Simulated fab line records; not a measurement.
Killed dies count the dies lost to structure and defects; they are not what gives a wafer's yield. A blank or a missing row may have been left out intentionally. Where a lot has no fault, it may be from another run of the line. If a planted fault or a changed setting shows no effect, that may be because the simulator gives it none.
Which tool is to blame? + flow n5 finfet + 12 lots (36 wafers sampled), 1 step of a 1938-step route

WHAT EACH GAUGE READ, for each wafer
N5_BEOL_M5_CD_MEAS_35: target cd 28 nm, target cd y 24 nm.
| lot  | measured     | on        | cd nm (nm)     |
|------|--------------|-----------|----------------|
| L076 | day 10 00:56 | cd sem-02 | 28.6 28.2 27.7 |
| L077 | day 10 09:33 | cd sem-03 | 27.9 27.3 27.6 |
| L079 | day 10 23:40 | cd sem-03 | 28.2 27.9 28.3 |
| L081 | day 11 07:23 | cd sem-01 | 27.9 28.1 28.0 |
| L085 | day 11 16:51 | cd sem-01 | 28.1 28.4 28.5 |
| L084 | day 12 14:18 | cd sem-03 | 28.3 28.7 28.1 |
| L089 | day 12 18:11 | cd sem-02 | 28.1 28.4 27.5 |
| L088 | day 13 08:32 | cd sem-02 | 27.9 27.8 28.0 |
| L091 | day 14 03:27 | cd sem-03 | 27.8 27.8 27.8 |
| L094 | day 14 12:56 | cd sem-01 | 28.1 28.7 27.9 |
| L095 | day 14 17:54 | cd sem-03 | 27.4 27.9 28.0 |
| L097 | day 15 14:50 | cd sem-01 | 27.3 27.7 27.7 |

WHAT TOOL EACH LOT RAN ON (gives the tool, then ch and the chambers of the sampled wafers, and finally the start)
No process step before these readings appears in the record.

THE ANSWER, worked out from the rows above alone
Rule: what is usual is taken from the lots themselves. Put in order of their means at a reading, lots are off if they are a third of the lots or fewer, leave a main group of 4 or more, and stand apart from it by a gap of 3 or more times the standard deviation of the main group's means; of several such gaps the widest counts. A main group whose means are all the same, to the digits that the tables above print for the reading, isn't used. Also off: a lot with no number at a reading for which 4 or more lots have one. The other lots that the step has rows for count as sound.
None of the lots is off at any reading shown; this tells nothing.

WHAT THE SIMULATOR HAD INSERTED
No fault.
